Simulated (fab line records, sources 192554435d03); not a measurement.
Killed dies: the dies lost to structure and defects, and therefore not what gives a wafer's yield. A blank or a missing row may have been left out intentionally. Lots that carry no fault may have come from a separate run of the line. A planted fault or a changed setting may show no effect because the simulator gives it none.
fab line records | flow n5_finfet | part 1 of 2: steps 1 to 4 of 6
[record] lots = 23 wafers = 69 last_day = 19
route steps=1938 shown BEOL_M7@1297 BEOL_M8@1333
lots that met no fault: from a run of the same line without faults
start_h: start of the lot's first displayed wafer, in hours after the record's first day | wait_h: hours since the lot's step before | " as in the row above | L1.1+2: a single row standing in for several wafers | - no value present, or no start provided | * or withheld: withheld | < > ~ a bound
route shown NAME@n: a module of which the file shows steps, and the number in the route of the first | usual: mean/standard deviation taken from wafers without a fault | same: alike in all rows | chamber/n: place in a boat | sites: each site's reading | _std_site: the values' standard deviation | _edge_site: the outer-site mean with the inner-site mean subtracted | radius_mm: for every site, how far away it sits from the centre of the wafer | mask NAME#n: copy n | behind: the most recent tool/chamber to have shaped the wafer | hold: why the lot was held/for how many hours/how that ended | device: the transistor (n, p or np) that didn't switch | end of line: the same wafers' tests at the end of the route | a step without rows: its recipe alone | killed: dies that structure and defects cost at the first sort, which is not the same as the wafer's yield | map: a wafer's dies, marking killed ones x, the rest . and places with no die _
set.NAME: the setting as run; set.NAME@STEP: as run at that earlier step | model.NAME: the simulator's own value behind a step, which no gauge read
one table for each step of the route and one row for each wafer, over a sample of lots
services: the hour from which a tool's chamber was out of use, counted from the record's first day as start_h (under 0 if before that day), plus the number of hours and why
[[steps]]
[step N5_BEOL_M7_OVL_MEAS_29]
[recipe] points_per_wafer = 522
[usual] V6_OVL = -0.2/0.68
// columns lot.wafer tool chamber start_h wait_h V6_OVL[nm]
L074.1 overlay-02 0 190.72 0.0 0.3
L074.3 " 0 " " 0.0
L074.5 " 0 " " -0.3
L076.3 overlay-02 0 198.86 0.0 -0.2
L076.4 " 0 " " 0.2
L076.6 " 0 " " 0.8
L075.2 overlay-01 0 200.10 0.0 -1.1
L075.4 " 0 " " -0.5
L075.5 " 0 " " -1.1
L077.2 overlay-02 0 207.27 0.0 0.7
L077.4 " 0 " " 0.3
L077.5 " 0 " " 0.2
L078.1 overlay-02 0 209.23 0.0 0.0
L078.3 " 0 " " 0.1
L078.5 " 0 " " -0.4
L079.1 overlay-01 0 214.83 0.0 -0.5
L079.2 " 0 " " 0.4
L079.6 " 0 " " 1.6
L080.2 overlay-02 0 218.39 0.0 -1.4
L080.3 " 0 " " 0.6
L080.4 " 0 " " -0.1
L082.2 overlay-02 0 220.74 0.0 0.3
L082.3 " 0 " " 0.0
L082.4 " 0 " " -0.2
L081.2 overlay-01 0 224.42 0.0 0.8
L081.3 " 0 " " 0.4
L081.5 " 0 " " -0.1
L083.1 overlay-01 0 226.77 0.0 -0.2
L083.2 " 0 " " 0.4
L083.4 " 0 " " 0.3
L088.2 overlay-02 0 311.15 0.0 0.3
L088.3 " 0 " " -0.7
L088.5 " 0 " " -1.0
L095.2 overlay-01 0 315.10 0.0 -1.1
L095.5 " 0 " " -2.1
L095.6 " 0 " " -1.8
L094.3 overlay-02 0 318.07 0.0 0.2
L094.4 " 0 " " 0.1
L094.5 " 0 " " -0.7
L085.2 overlay-01 0 320.19 0.0 -1.0
L085.4 " 0 " " -0.2
L085.6 " 0 " " -0.4
L090.1 overlay-01 0 320.97 0.0 -0.2
L090.3 " 0 " " -0.5
L090.6 " 0 " " -0.1
L089.3 overlay-02 0 328.38 0.0 0.3
L089.5 " 0 " " -0.6
L089.6 " 0 " " 1.0
L092.2 overlay-01 0 334.88 0.0 1.3
L092.4 " 0 " " 0.4
L092.6 " 0 " " 0.3
L091.1 overlay-02 0 341.62 0.0 -0.4
L091.2 " 0 " " 0.5
L091.3 " 0 " " 0.4
L087.1 overlay-01 0 347.17 0.0 -0.8
L087.2 " 0 " " -0.6
L087.3 " 0 " " -1.0
L093.2 overlay-01 0 347.39 0.0 -0.2
L093.3 " 0 " " -0.9
L093.6 " 0 " " -1.0
L096.1 overlay-01 0 351.72 0.0 0.1
L096.4 " 0 " " 0.7
L096.5 " 0 " " 0.9
L086.3 overlay-01 0 359.88 0.0 0.4
L086.4 " 0 " " 0.1
L086.5 " 0 " " 0.6
L097.1 overlay-01 0 364.97 0.0 0.2
L097.3 " 0 " " -0.5
L097.6 " 0 " " 1.0
[step N5_BEOL_M7_STRIP_80]
[recipe] chemistry = N2/H2 time_s = 10 power_w = 450 temp_c = 40 pressure_mtorr = 20 rf_frequency_hz = 6e+07 bias_power_w = 7 n2_flow_sccm = 200 h2_flow_sccm = 200
[usual] chamber_pressure_mTorr = 19.999/0.018 drypump_motor_current_A = 5.8/0.67 h2_flow_sccm = 200.1/0.58 oes_product_au = 0.76/0.078 rf_vpp_V = 59.1/0.9 showerhead_plenum_p_Torr = 2.54/0.099 throttle_valve_pct = 23.65/0.25
// columns lot.wafer tool chamber start_h wait_h chamber_pressure_mTorr drypump_motor_current_A h2_flow_sccm oes_product_au rf_hours_counter_h rf_vpp_V showerhead_plenum_p_Torr throttle_valve_pct
L074.1 rie_diel-01 0 - - 19.966 5.0 200.1 0.77 162 59.0 2.64 23.93
L074.3 " 1 " " 19.987 5.2 200.3 0.68 231 59.2 2.60 23.49
L074.5 " 2 " " 20.027 5.6 200.4 0.75 - 59.5 2.52 23.70
L076.3 rie_diel-05 0 - - 20.000 6.7 200.1 0.68 213 57.8 2.39 24.01
L076.4 " 2 " " 20.036 5.3 199.4 0.70 213 59.0 2.62 23.65
L076.6 " 0 " " 20.028 6.7 200.0 0.68 - 58.6 2.39 24.00
L075.2 rie_diel-06 0 - - 20.019 6.4 199.8 0.83 74 59.2 2.68 23.20
L075.4 " 2 " " 20.005 6.5 199.7 0.91 7 59.8 2.50 23.34
L075.5 " 1 " " 20.035 5.4 199.3 0.72 - 59.7 2.51 23.61
L077.2 rie_diel-06 3 - - 20.012 5.4 200.5 0.74 179 59.0 2.52 23.82
L077.4 " 2 " " 20.020 6.5 199.8 0.91 9 58.0 2.50 23.34
L077.5 " 3 " " 20.014 5.5 200.9 0.72 - 58.1 2.52 23.81
L078.1 rie_diel-05 0 - - 19.989 6.7 200.0 0.68 216 57.9 2.39 24.01
L078.3 " 2 " " 19.998 5.3 200.9 0.70 216 59.1 2.62 23.65
L078.5 " 0 " " 20.024 6.7 199.6 0.68 - 60.2 2.39 24.01
L079.1 rie_diel-01 3 - - 19.999 4.7 200.1 0.69 237 59.4 2.50 23.97
L079.2 " 1 " " 19.999 5.2 200.0 0.67 238 59.1 2.60 23.51
L079.6 " 2 " " 19.966 5.5 200.4 0.75 - 58.1 2.51 23.69
L080.2 rie_diel-06 2 - - 19.996 6.5 200.0 0.90 13 59.8 2.50 23.34
L080.3 " 0 " " 19.990 6.4 200.5 0.82 79 59.7 2.68 23.22
L080.4 " 2 " " 20.016 6.5 201.3 0.89 - 59.5 2.50 23.33
L082.2 rie_diel-01 3 - - 20.018 4.7 199.6 0.69 239 59.9 2.50 23.97
L082.3 " 1 " " 19.978 5.2 199.8 0.67 240 59.5 2.60 23.50
L082.4 " 0 " " 19.994 5.0 200.2 0.77 172 59.3 2.63 23.95
L081.2 rie_diel-06 0 - - 19.978 6.4 199.9 0.82 82 60.4 2.68 23.22
L081.3 " 1 " " 20.027 5.4 199.9 0.71 197 59.2 2.51 23.63
L081.5 " 3 " " 20.021 5.4 199.9 0.72 - 58.5 2.52 23.83
L083.1 rie_diel-06 2 - - 19.987 6.5 200.8 0.90 16 58.7 2.49 23.33
L083.2 " 1 " " 20.018 5.4 199.6 0.71 197 58.8 2.51 23.61
L083.4 " 0 " " 20.018 6.4 200.8 0.82 82 61.5 2.68 23.23
L088.2 rie_diel-06 2 - - 19.991 6.5 199.3 0.86 41 58.3 2.48 23.37
L088.3 " 3 " " 20.006 5.5 201.0 0.71 208 59.6 2.51 23.87
L088.5 " 0 " " 20.023 6.4 200.7 0.79 - 58.2 2.67 23.24
L095.2 rie_diel-05 2 - - 19.987 5.3 200.7 0.68 241 60.1 2.60 23.66
L095.5 " 1 " " 20.052 6.7 200.0 0.70 - 58.5 2.41 23.88
L095.6 " 0 " " 19.980 6.7 198.2 0.66 - 59.5 2.38 24.04
L094.3 rie_diel-05 2 - - 20.010 5.3 200.6 0.68 242 59.1 2.60 23.67
L094.4 " 1 " " 19.984 6.7 199.9 0.71 199 58.8 2.41 23.88
L094.5 " 1 " " 20.022 6.7 200.0 0.70 - 58.7 2.40 23.89
L085.2 rie_diel-05 2 - - 19.985 5.3 200.7 0.69 242 59.1 2.60 23.69
L085.4 " 0 " " 19.996 6.7 200.2 0.67 245 59.2 2.38 24.05
L085.6 " 3 " " 20.011 5.0 199.7 0.86 - 59.0 2.70 23.69
L090.1 rie_diel-06 0 - - 20.018 6.4 200.2 0.79 109 59.1 2.66 23.25
L090.3 " 2 " " 19.993 6.5 199.3 0.85 42 57.7 2.48 23.37
L090.6 " 0 " " 19.976 6.4 200.6 0.79 - 61.1 2.67 23.26
L089.3 rie_diel-01 2 - - 19.950 5.6 200.1 0.73 197 60.2 2.50 23.72
L089.5 " 3 " " 19.984 4.7 200.5 0.95 - 60.5 2.49 23.60
L089.6 " 2 " " 20.017 5.6 200.5 0.72 - 60.0 2.50 23.75
L092.2 rie_diel-06 2 - - 19.971 6.5 199.9 0.84 46 59.4 2.48 23.38
L092.4 " 1 " " 20.001 5.4 200.0 0.69 228 58.5 2.49 23.66
L092.6 " 3 " " 19.967 5.4 199.5 0.71 - 58.4 2.51 23.87
L091.1 rie_diel-06 1 - - 19.982 5.4 200.3 0.69 230 58.2 2.49 23.67
L091.2 " 2 " " 19.992 6.5 199.8 0.84 47 58.7 2.48 23.37
L091.3 " 3 " " 20.009 5.4 199.2 0.70 215 58.6 2.51 23.88
L087.1 rie_diel-05 0 - - 19.980 6.7 200.9 0.67 248 59.3 2.38 24.06
L087.2 " 1 " " 20.012 6.7 199.7 0.69 202 58.1 2.40 23.89
L087.3 " 2 " " 20.003 5.3 200.0 0.68 245 58.4 2.60 23.68
L093.2 rie_diel-06 2 - - 19.965 6.5 200.0 0.84 48 60.1 2.48 23.38
L093.3 " 3 " " 19.973 5.5 200.1 0.70 216 58.2 2.51 23.85
L093.6 " 0 " " 19.987 6.4 200.0 0.78 - 59.7 2.66 23.26
L096.1 rie_diel-05 3 - - 20.020 5.0 198.7 0.86 62 59.1 2.70 23.69
L096.4 " 1 " " 20.008 6.7 200.2 0.70 204 59.0 2.40 23.90
L096.5 " 0 " " 20.003 6.7 200.3 0.67 - 58.9 2.38 24.06
L086.3 rie_diel-06 2 - - 20.004 6.5 200.6 0.82 52 57.2 2.48 23.40
L086.4 " 1 " " 20.014 5.4 199.6 0.68 234 59.7 2.49 23.68
L086.5 " 2 " " 19.998 6.5 200.7 0.83 - 59.0 2.48 23.40
L097.1 rie_diel-05 2 - - 20.034 5.3 199.5 0.68 250 60.4 2.60 23.68
L097.3 " 1 " " 19.999 6.7 201.2 0.69 208 57.3 2.40 23.90
L097.6 " 2 " " 19.990 5.3 200.0 0.68 - 59.8 2.60 23.69
[step N5_BEOL_M8_CURE_74]
[recipe] temp_c = 385 time_s = 240 ambient = He/Ar material = SiCOH_lowk
[usual] lamp_power_pct = 52.31/0.052 wafer_temp_C_max = 387.2/0.93
// columns lot.wafer tool chamber start_h wait_h lamp_power_pct wafer_temp_C_max
L074.1 uv_cure-02 1 194.06 0.0 52.29 388.1
L074.3 " 1 " " 52.20 387.2
L074.5 " 1 " " 52.27 387.9
L076.3 uv_cure-03 0 203.51 0.2 52.39 387.2
L076.4 " 0 " " 52.23 387.5
L076.6 " 0 " " 52.26 388.6
L075.2 uv_cure-03 2 204.12 0.1 52.32 386.1
L075.4 " 2 " " 52.24 385.8
L075.5 " 2 " " 52.32 386.0
L077.2 uv_cure-02 0 211.57 0.1 52.26 387.5
L077.4 " 0 " " 52.28 387.4
L077.5 " 0 " " 52.31 388.7
L078.1 uv_cure-01 1 213.05 0.1 52.36 387.0
L078.3 " 1 " " 52.30 386.6
L078.5 " 1 " " 52.33 386.4
L079.1 uv_cure-02 2 218.29 0.0 52.38 386.6
L079.2 " 2 " " 52.30 386.4
L079.6 " 2 " " 52.31 386.5
L080.2 uv_cure-03 0 221.18 0.1 52.39 387.8
L080.3 " 0 " " 52.26 388.1
L080.4 " 0 " " 52.26 387.2
L082.2 uv_cure-03 0 223.90 0.1 52.28 388.1
L082.3 " 0 " " 52.29 388.5
L082.4 " 0 " " 52.26 388.0
L081.2 uv_cure-03 2 227.18 0.1 52.40 386.1
L081.3 " 2 " " 52.32 385.4
L081.5 " 2 " " 52.30 386.1
L083.1 uv_cure-01 2 229.46 0.1 52.24 387.0
L083.2 " 2 " " 52.30 387.1
L083.4 " 2 " " 52.28 387.7
L088.2 uv_cure-02 1 314.36 0.1 52.28 387.7
L088.3 " 1 " " 52.33 387.2
L088.5 " 1 " " 52.34 387.2
L095.2 uv_cure-03 2 319.62 0.1 52.23 385.2
L095.5 " 2 " " 52.25 385.7
L095.6 " 2 " " 52.37 385.4
L094.3 uv_cure-03 1 321.36 0.3 52.27 386.9
L094.4 " 1 " " 52.35 386.9
L094.5 " 1 " " 52.35 387.0
L085.2 uv_cure-03 2 325.22 0.1 52.35 385.9
L085.4 " 2 " " 52.35 385.9
L085.6 " 2 " " 52.29 386.1
L090.1 uv_cure-01 0 325.44 0.0 52.21 388.1
L090.3 " 0 " " 52.25 389.4
L090.6 " 0 " " 52.31 388.2
L089.3 uv_cure-01 2 332.13 0.2 52.25 388.3
L089.5 " 2 " " 52.27 387.6
L089.6 " 2 " " 52.31 387.9
L092.2 uv_cure-02 2 339.41 0.1 52.39 386.4
L092.4 " 2 " " 52.35 385.9
L092.6 " 2 " " 52.32 386.3
L091.1 uv_cure-03 1 344.61 0.0 52.33 387.4
L091.2 " 1 " " 52.34 386.6
L091.3 " 1 " " 52.38 386.5
L087.1 uv_cure-02 1 350.84 0.0 52.23 387.1
L087.2 " 1 " " 52.41 387.0
L087.3 " 1 " " 52.30 387.3
L093.2 uv_cure-01 0 352.94 0.3 52.32 388.3
L093.3 " 0 " " 52.29 389.6
L093.6 " 0 " " 52.38 389.0
L096.1 uv_cure-01 2 354.91 0.0 52.34 387.6
L096.4 " 2 " " 52.26 387.1
L096.5 " 2 " " 52.40 388.5
L086.3 uv_cure-02 0 366.46 0.2 52.27 386.8
L086.4 " 0 " " 52.36 387.3
L086.5 " 0 " " 52.18 388.2
L097.1 uv_cure-02 1 368.03 0.0 52.35 387.2
L097.3 " 1 " " 52.37 387.8
L097.6 " 1 " " 52.33 387.7
[step N5_BEOL_M8_CD_MEAS_11]
[recipe] target_cd_nm = 38.5 landing_energy_ev = 500 detector = se_inlens polarity = opening
[usual] cd_nm = 38.7/0.52
// columns lot.wafer tool chamber start_h wait_h cd_nm
L074.1 cd_sem-03 0 195.17 - 38.1
L074.3 " 0 " " 38.9
L074.5 " 0 " " 37.8
L076.3 cd_sem-03 0 204.46 - 38.5
L076.4 " 0 " " 38.9
L076.6 " 0 " " 37.9
L075.2 cd_sem-02 0 206.20 - 38.0
L075.4 " 0 " " 38.7
L075.5 " 0 " " 38.2
L077.2 cd_sem-01 0 212.64 - 38.2
L077.4 " 0 " " 38.8
L077.5 " 0 " " 38.5
L078.1 cd_sem-01 0 214.05 - 38.6
L078.3 " 0 " " 37.8
L078.5 " 0 " " 39.0
L079.1 cd_sem-02 0 219.27 - 39.0
L079.2 " 0 " " 38.9
L079.6 " 0 " " 38.3
L080.2 cd_sem-02 0 222.10 - 39.1
L080.3 " 0 " " 38.7
L080.4 " 0 " " 38.9
L082.2 cd_sem-02 0 224.92 - 39.2
L082.3 " 0 " " 39.4
L082.4 " 0 " " 39.7
L081.2 cd_sem-03 0 228.22 - 38.1
L081.3 " 0 " " 37.8
L081.5 " 0 " " 38.5
L083.1 cd_sem-01 0 230.44 - 38.2
L083.2 " 0 " " 38.2
L083.4 " 0 " " 38.5
L088.2 cd_sem-02 0 316.18 - 39.2
L088.3 " 0 " " 38.5
L088.5 " 0 " " 39.4
L095.2 cd_sem-03 0 321.66 - 39.1
L095.5 " 0 " " 39.7
L095.6 " 0 " " 39.3
L094.3 cd_sem-03 0 322.22 - 38.1
L094.4 " 0 " " 38.5
L094.5 " 0 " " 38.8
L085.2 cd_sem-03 0 326.12 - 38.5
L085.4 " 0 " " 38.5
L085.6 " 0 " " 38.5
L090.1 cd_sem-03 0 326.55 - 39.1
L090.3 " 0 " " 38.5
L090.6 " 0 " " 38.7
L089.3 cd_sem-02 0 335.52 - 39.1
L089.5 " 0 " " 38.6
L089.6 " 0 " " 39.4
L092.2 cd_sem-01 0 342.78 - 39.2
L092.4 " 0 " " 39.4
L092.6 " 0 " " 39.1
L091.1 cd_sem-01 0 345.83 - 38.0
L091.2 " 0 " " 38.2
L091.3 " 0 " " 39.0
L087.1 cd_sem-01 0 353.49 - 39.0
L087.2 " 0 " " 38.1
L087.3 " 0 " " 39.5
L093.2 cd_sem-01 0 354.13 - 39.1
L093.3 " 0 " " 38.4
L093.6 " 0 " " 38.2
L096.1 cd_sem-02 0 357.36 - 38.5
L096.4 " 0 " " 38.5
L096.5 " 0 " " 39.1
L086.3 cd_sem-01 0 369.67 - 39.4
L086.4 " 0 " " 40.0
L086.5 " 0 " " 38.8
L097.1 cd_sem-01 0 370.23 - 38.0
L097.3 " 0 " " 38.5
L097.6 " 0 " " 37.8
